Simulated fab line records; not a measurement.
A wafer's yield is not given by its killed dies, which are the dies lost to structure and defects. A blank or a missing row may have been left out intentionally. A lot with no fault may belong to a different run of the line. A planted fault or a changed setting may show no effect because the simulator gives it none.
Split-lot experiment || flow n5Finfet || 7 lots, 21 wafers read, on a route of 1938 steps

## ABOUT THE SPLIT
At N5_BEOL_M10_ETCH_62 (etches SOC in N2/H2, target depth 110 nm, overetch 22 nm, time 165 s), the setting timeS was moved away from the recipe's 165 s on 3 of the 21 wafers read, by -20.6% to +9.3%. The other wafers ran this setting at the recipe's value.

The reading comes from the split's own step.

## THE READING
SiARC_of_BEOL_M10_COAT_60.thkNm (the simulator's own value, which no gauge read), in nm, at N5_BEOL_M10_ETCH_62 (etches SOC in N2/H2, target depth 110 nm, overetch 22 nm, time 165 s). No usual value for it is given in the file. Here, 18 wafers ran the recipe; their average is 23.7 nm with a standard deviation of 0.2 nm.

{"wafer": "L075.1", "tool, chamber at the split": "rieDiel-06, 1", "timeS as run, s": 180.4, "against the recipe": "+9.3%", "SiARC_of_BEOL_M10_COAT_60.thkNm, nm": 23, "against lot-mates on the recipe": -0.5}
{"wafer": "L075.5", "tool, chamber at the split": "rieDiel-06, 2", "timeS as run, s": 165, "against the recipe": "recipe", "SiARC_of_BEOL_M10_COAT_60.thkNm, nm": 23.4, "against lot-mates on the recipe": "-"}
{"wafer": "L075.6", "tool, chamber at the split": "rieDiel-06, 1", "timeS as run, s": 165, "against the recipe": "recipe", "SiARC_of_BEOL_M10_COAT_60.thkNm, nm": 23.6, "against lot-mates on the recipe": "-"}
{"wafer": "L076.1", "tool, chamber at the split": "rieDiel-06, 1,2", "timeS as run, s": 165, "against the recipe": "recipe", "SiARC_of_BEOL_M10_COAT_60.thkNm, nm": 23.6, "against lot-mates on the recipe": "-"}
{"wafer": "L076.6", "tool, chamber at the split": "rieDiel-06, 1,2", "timeS as run, s": 165, "against the recipe": "recipe", "SiARC_of_BEOL_M10_COAT_60.thkNm, nm": 23.6, "against lot-mates on the recipe": "-"}
{"wafer": "L076.3", "tool, chamber at the split": "rieDiel-06, 3", "timeS as run, s": 165, "against the recipe": "recipe", "SiARC_of_BEOL_M10_COAT_60.thkNm, nm": 24, "against lot-mates on the recipe": "-"}
{"wafer": "L078.4", "tool, chamber at the split": "rieDiel-02, 2", "timeS as run, s": 165, "against the recipe": "recipe", "SiARC_of_BEOL_M10_COAT_60.thkNm, nm": 23.8, "against lot-mates on the recipe": "-"}
{"wafer": "L078.5", "tool, chamber at the split": "rieDiel-02, 0", "timeS as run, s": 165, "against the recipe": "recipe", "SiARC_of_BEOL_M10_COAT_60.thkNm, nm": 23.4, "against lot-mates on the recipe": "-"}
{"wafer": "L078.6", "tool, chamber at the split": "rieDiel-02, 1", "timeS as run, s": 165, "against the recipe": "recipe", "SiARC_of_BEOL_M10_COAT_60.thkNm, nm": 23.6, "against lot-mates on the recipe": "-"}
{"wafer": "L081.2", "tool, chamber at the split": "rieDiel-06, 3", "timeS as run, s": 165, "against the recipe": "recipe", "SiARC_of_BEOL_M10_COAT_60.thkNm, nm": 24, "against lot-mates on the recipe": "-"}
{"wafer": "L081.4", "tool, chamber at the split": "rieDiel-06, 1,0", "timeS as run, s": 165, "against the recipe": "recipe", "SiARC_of_BEOL_M10_COAT_60.thkNm, nm": 23.6, "against lot-mates on the recipe": "-"}
{"wafer": "L081.5", "tool, chamber at the split": "rieDiel-06, 1,0", "timeS as run, s": 165, "against the recipe": "recipe", "SiARC_of_BEOL_M10_COAT_60.thkNm, nm": 23.6, "against lot-mates on the recipe": "-"}
{"wafer": "L085.1", "tool, chamber at the split": "rieDiel-06, 1", "timeS as run, s": 131, "against the recipe": "-20.6%", "SiARC_of_BEOL_M10_COAT_60.thkNm, nm": 25, "against lot-mates on the recipe": "+1.6"}
{"wafer": "L085.3", "tool, chamber at the split": "rieDiel-06, 2", "timeS as run, s": 131, "against the recipe": "-20.6%", "SiARC_of_BEOL_M10_COAT_60.thkNm, nm": 24.8, "against lot-mates on the recipe": "+1.4"}
{"wafer": "L085.5", "tool, chamber at the split": "rieDiel-06, 1", "timeS as run, s": 165, "against the recipe": "recipe", "SiARC_of_BEOL_M10_COAT_60.thkNm, nm": 23.4, "against lot-mates on the recipe": "-"}
{"wafer": "L090.1", "tool, chamber at the split": "rieDiel-06, 1", "timeS as run, s": 165, "against the recipe": "recipe", "SiARC_of_BEOL_M10_COAT_60.thkNm, nm": 23.6, "against lot-mates on the recipe": "-"}
{"wafer": "L090.4", "tool, chamber at the split": "rieDiel-06, 1", "timeS as run, s": 165, "against the recipe": "recipe", "SiARC_of_BEOL_M10_COAT_60.thkNm, nm": 23.6, "against lot-mates on the recipe": "-"}
{"wafer": "L090.5", "tool, chamber at the split": "rieDiel-06, 3", "timeS as run, s": 165, "against the recipe": "recipe", "SiARC_of_BEOL_M10_COAT_60.thkNm, nm": 24, "against lot-mates on the recipe": "-"}
{"wafer": "L095.1", "tool, chamber at the split": "rieDiel-06, 2", "timeS as run, s": 165, "against the recipe": "recipe", "SiARC_of_BEOL_M10_COAT_60.thkNm, nm": 23.6, "against lot-mates on the recipe": "-"}
{"wafer": "L095.2", "tool, chamber at the split": "rieDiel-06, 3", "timeS as run, s": 165, "against the recipe": "recipe", "SiARC_of_BEOL_M10_COAT_60.thkNm, nm": 24, "against lot-mates on the recipe": "-"}
{"wafer": "L095.3", "tool, chamber at the split": "rieDiel-06, 1", "timeS as run, s": 165, "against the recipe": "recipe", "SiARC_of_BEOL_M10_COAT_60.thkNm, nm": 23.8, "against lot-mates on the recipe": "-"}
Where a row lists several chambers, the file gives one row for several wafers and doesn't say which wafer went through which chamber.

THE FIT
A straight line over all 21 wafers: SiARC_of_BEOL_M10_COAT_60.thkNm changes by -0.0608 nm for each +1% of timeS; r = -0.90; the points scatter about the line by 0.2 nm.
The same after taking each lot's own level away (the mean of its wafers on the recipe; 21 wafers): -0.0706 nm for each +1%; r = -0.94; scatter 0.17 nm.
That fit puts the effect of the largest move of timeS on the reading at 1.5 nm.
Measured against the standard deviation above, the lots' own levels, which go from 23.40 to 23.80 nm, span 2.0 times it.
So the lot-to-lot level changes the slope: the two fits differ.
Check: for one of the wafers moved furthest among these (-20.6%), held out of the fit, the line's prediction against its lot-mates is +1.35 nm. It came out at +1.6 nm against them.

## THE OTHER SPLITS THESE WAFERS WENT THROUGH
Before the reading, these wafers also passed through other splits. Each is held against what the fit with the lots' levels taken away leaves over:
{"other split on the same wafers": "N5_BEOL_M9_ILD_DEP_00 timeS", "wafers away from the commonest value": 5, "r with SiARC_of_BEOL_M10_COAT_60.thkNm (lot level and that fit taken away)": "+0.34"}
{"other split on the same wafers": "N5_BEOL_M9_COAT_60 spinRpm", "wafers away from the commonest value": 5, "r with SiARC_of_BEOL_M10_COAT_60.thkNm (lot level and that fit taken away)": -0.08}
{"other split on the same wafers": "N5_BEOL_M9_ETCH_65 biasW", "wafers away from the commonest value": 8, "r with SiARC_of_BEOL_M10_COAT_60.thkNm (lot level and that fit taken away)": -0.13}
{"other split on the same wafers": "N5_BEOL_M9_TRENCH_ETCH_37 biasW", "wafers away from the commonest value": 6, "r with SiARC_of_BEOL_M10_COAT_60.thkNm (lot level and that fit taken away)": "+0.05"}

## THE FILE'S OWN FIT
SiARC_of_BEOL_M10_COAT_60.thkNm changes by -0.0695 nm for each +1% of timeS, r = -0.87.
